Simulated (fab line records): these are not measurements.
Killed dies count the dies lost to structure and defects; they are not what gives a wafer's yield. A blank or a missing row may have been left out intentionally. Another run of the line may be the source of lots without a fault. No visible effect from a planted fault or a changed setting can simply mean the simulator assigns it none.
Split-lot trial :: flow n5_finfet :: on a route of 1938 steps: 7 lots, 39 wafers read

ABOUT THE SPLIT
At N5_FIN_SAQP_SPACER1_ALD_24 (deposits SiO2, target thk 20.3 nm, pulse time 1 s, purge time 2 s), the setting ald_cycles was moved away from the recipe's 218 on 9 of the 39 wafers read, by -13.3% to +6.0%. For the rest of the wafers, this setting stayed at what the recipe calls for.

FROM THE SPLIT TO THE READING: what the file shows between them, 2 steps
- N5_FIN_SAQP_SPACER1_ETCHBACK_25: etches SiO2 in CHF3/O2, target depth 24.4 nm, time 12.2 s
- N5_FIN_SAQP_MANDREL1_REMOVE_56: chemistry HBr/Cl2/O2, target a-Si, stops on SiNx, bt time 10 s

THE READING
At N5_FIN_SAQP_CD_MEAS_27: cd_nm in nanometres, against a target cd of 20 nm. Fault-free wafers of this fab line usually give 20.33 nm, standard deviation 0.25 nm.

wafer: L074.1
tool, chamber at the split: ald_sin-01, 1,3
ald_cycles as run: 218
against the recipe: recipe
cd_nm, nm: 20.43
against lot-mates on the recipe: -

wafer: L074.2
tool, chamber at the split: ald_sin-01, 0,3,2,0
ald_cycles as run: 218
against the recipe: recipe
cd_nm, nm: 19.82
against lot-mates on the recipe: -

wafer: L074.3
tool, chamber at the split: ald_sin-01, 0,3,2,0
ald_cycles as run: 218
against the recipe: recipe
cd_nm, nm: 20.29
against lot-mates on the recipe: -

wafer: L074.4
tool, chamber at the split: ald_sin-01, 0,3,2,0
ald_cycles as run: 218
against the recipe: recipe
cd_nm, nm: 20.28
against lot-mates on the recipe: -

wafer: L074.5
tool, chamber at the split: ald_sin-01, 1,3
ald_cycles as run: 218
against the recipe: recipe
cd_nm, nm: 20.60
against lot-mates on the recipe: -

wafer: L074.6
tool, chamber at the split: ald_sin-01, 0,3,2,0
ald_cycles as run: 218
against the recipe: recipe
cd_nm, nm: 20.26
against lot-mates on the recipe: -

wafer: L084.1
tool, chamber at the split: ald_sin-03, 0
ald_cycles as run: 218
against the recipe: recipe
cd_nm, nm: 20.26
against lot-mates on the recipe: -

wafer: L084.5
tool, chamber at the split: ald_sin-03, 1,2
ald_cycles as run: 218
against the recipe: recipe
cd_nm, nm: 20.12
against lot-mates on the recipe: -

wafer: L084.6
tool, chamber at the split: ald_sin-03, 1,2
ald_cycles as run: 218
against the recipe: recipe
cd_nm, nm: 20.41
against lot-mates on the recipe: -

wafer: L085.1
tool, chamber at the split: ald_sin-04, 1,0
ald_cycles as run: 218
against the recipe: recipe
cd_nm, nm: 20.32
against lot-mates on the recipe: -

wafer: L085.2
tool, chamber at the split: ald_sin-04, 0,3,2,3
ald_cycles as run: 218
against the recipe: recipe
cd_nm, nm: 20.04
against lot-mates on the recipe: -

wafer: L085.3
tool, chamber at the split: ald_sin-04, 0,3,2,3
ald_cycles as run: 218
against the recipe: recipe
cd_nm, nm: 20.20
against lot-mates on the recipe: -

wafer: L085.4
tool, chamber at the split: ald_sin-04, 0,3,2,3
ald_cycles as run: 218
against the recipe: recipe
cd_nm, nm: 20.59
against lot-mates on the recipe: -

wafer: L085.5
tool, chamber at the split: ald_sin-04, 1,0
ald_cycles as run: 218
against the recipe: recipe
cd_nm, nm: 20.48
against lot-mates on the recipe: -

wafer: L085.6
tool, chamber at the split: ald_sin-04, 0,3,2,3
ald_cycles as run: 218
against the recipe: recipe
cd_nm, nm: 20.22
against lot-mates on the recipe: -

wafer: L086.1
tool, chamber at the split: ald_sin-03, 0,1
ald_cycles as run: 199
against the recipe: -8.7%
cd_nm, nm: 18.85
against lot-mates on the recipe: -1.45

wafer: L086.2
tool, chamber at the split: ald_sin-03, 1,2,2
ald_cycles as run: 218
against the recipe: recipe
cd_nm, nm: 20.24
against lot-mates on the recipe: -

wafer: L086.3
tool, chamber at the split: ald_sin-03, 1,2,2
ald_cycles as run: 218
against the recipe: recipe
cd_nm, nm: 20.47
against lot-mates on the recipe: -

wafer: L086.4
tool, chamber at the split: ald_sin-03, 3
ald_cycles as run: 199
against the recipe: -8.7%
cd_nm, nm: 18.44
against lot-mates on the recipe: -1.86

wafer: L086.5
tool, chamber at the split: ald_sin-03, 0,1
ald_cycles as run: 199
against the recipe: -8.7%
cd_nm, nm: 18.35
against lot-mates on the recipe: -1.95

wafer: L086.6
tool, chamber at the split: ald_sin-03, 1,2,2
ald_cycles as run: 218
against the recipe: recipe
cd_nm, nm: 20.19
against lot-mates on the recipe: -

wafer: L087.1
tool, chamber at the split: ald_sin-04, 3
ald_cycles as run: 218
against the recipe: recipe
cd_nm, nm: 20.50
against lot-mates on the recipe: -

wafer: L087.2
tool, chamber at the split: ald_sin-04, 2,0
ald_cycles as run: 218
against the recipe: recipe
cd_nm, nm: 21.05
against lot-mates on the recipe: -

wafer: L087.3
tool, chamber at the split: ald_sin-04, 2,0
ald_cycles as run: 218
against the recipe: recipe
cd_nm, nm: 20.67
against lot-mates on the recipe: -

wafer: L087.4
tool, chamber at the split: ald_sin-04, 1,3
ald_cycles as run: 231
against the recipe: +6.0%
cd_nm, nm: 21.65
against lot-mates on the recipe: +0.91

wafer: L087.5
tool, chamber at the split: ald_sin-04, 2
ald_cycles as run: 231
against the recipe: +6.0%
cd_nm, nm: 21.95
against lot-mates on the recipe: +1.21

wafer: L087.6
tool, chamber at the split: ald_sin-04, 1,3
ald_cycles as run: 231
against the recipe: +6.0%
cd_nm, nm: 21.65
against lot-mates on the recipe: +0.91

wafer: L089.1
tool, chamber at the split: ald_sin-04, 1,0,1
ald_cycles as run: 218
against the recipe: recipe
cd_nm, nm: 20.34
against lot-mates on the recipe: -

wafer: L089.2
tool, chamber at the split: ald_sin-04, 1,0,1
ald_cycles as run: 218
against the recipe: recipe
cd_nm, nm: 20.05
against lot-mates on the recipe: -

wafer: L089.3
tool, chamber at the split: ald_sin-04, 3,2,2
ald_cycles as run: 218
against the recipe: recipe
cd_nm, nm: 20.45
against lot-mates on the recipe: -

wafer: L089.4
tool, chamber at the split: ald_sin-04, 3,2,2
ald_cycles as run: 218
against the recipe: recipe
cd_nm, nm: 20.25
against lot-mates on the recipe: -

wafer: L089.5
tool, chamber at the split: ald_sin-04, 3,2,2
ald_cycles as run: 218
against the recipe: recipe
cd_nm, nm: 20.74
against lot-mates on the recipe: -

wafer: L089.6
tool, chamber at the split: ald_sin-04, 1,0,1
ald_cycles as run: 218
against the recipe: recipe
cd_nm, nm: 20.02
against lot-mates on the recipe: -

wafer: L095.1
tool, chamber at the split: ald_sin-04, 0
ald_cycles as run: 189
against the recipe: -13.3%
cd_nm, nm: 17.81
against lot-mates on the recipe: -2.52

wafer: L095.2
tool, chamber at the split: ald_sin-04, 3,1
ald_cycles as run: 189
against the recipe: -13.3%
cd_nm, nm: 17.75
against lot-mates on the recipe: -2.58

wafer: L095.3
tool, chamber at the split: ald_sin-04, 3,1
ald_cycles as run: 189
against the recipe: -13.3%
cd_nm, nm: 17.56
against lot-mates on the recipe: -2.77

wafer: L095.4
tool, chamber at the split: ald_sin-04, 2,1
ald_cycles as run: 218
against the recipe: recipe
cd_nm, nm: 20.05
against lot-mates on the recipe: -

wafer: L095.5
tool, chamber at the split: ald_sin-04, 2,1
ald_cycles as run: 218
against the recipe: recipe
cd_nm, nm: 20.27
against lot-mates on the recipe: -

wafer: L095.6
tool, chamber at the split: ald_sin-04, 2
ald_cycles as run: 218
against the recipe: recipe
cd_nm, nm: 20.66
against lot-mates on the recipe: -
When a row names more than one chamber, that row covers several wafers, and the file does not tell which wafer ran in which chamber.

THE FIT
A straight line over all 39 wafers: cd_nm changes by +0.206 nm for each +1% of ald_cycles; r = +0.97; the points scatter about the line by 0.24 nm.
The same after taking each lot's own level away (the mean of its wafers on the recipe; 39 wafers): +0.194 nm for each +1%; r = +0.97; scatter 0.21 nm.
That fit puts the effect of the largest move of ald_cycles on the reading at 2.6 nm.
The lots' own levels span 20.263 to 20.740 nm, that is 1.9 times the standard deviation above.
Hence the lot-to-lot level has little effect on the slope; both slopes agree.
Check: with one of the wafers moved furthest among these (-13.3%) left out of the fit, the line predicts -2.61 nm for it against its lot-mates. It came out at -2.52 nm against them.

THE WHOLE CHAIN: every reading that the file lists as answering this split, in the file's order
step: N5_FIN_SAQP_SPACER1_ALD_24
what it does: deposits SiO2, target thk 20.3 nm, pulse time 1 s, purge time 2 s
reading: SiO2_of_FIN_SAQP_SPACER1_ALD_24.thk_nm (the simulator's own value, which no gauge read)
change (the file's fit): +0.209 nm for each +1% of the setting
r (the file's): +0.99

step: N5_FIN_SAQP_MANDREL1_REMOVE_56
what it does: chemistry HBr/Cl2/O2, target a-Si, stops on SiNx, bt time 10 s
reading: FIN_SAQP.cd_nm (the simulator's own value, which no gauge read)
change (the file's fit): +0.205 nm for each +1% of the setting
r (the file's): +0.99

step: N5_FIN_SAQP_CD_MEAS_27
what it does: target cd 20 nm
reading: cd_nm
change (the file's fit): +0.195 nm for each +1% of the setting
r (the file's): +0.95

THE FILE'S OWN FIT
cd_nm changes by +0.195 nm for each +1% of ald_cycles, r = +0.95.
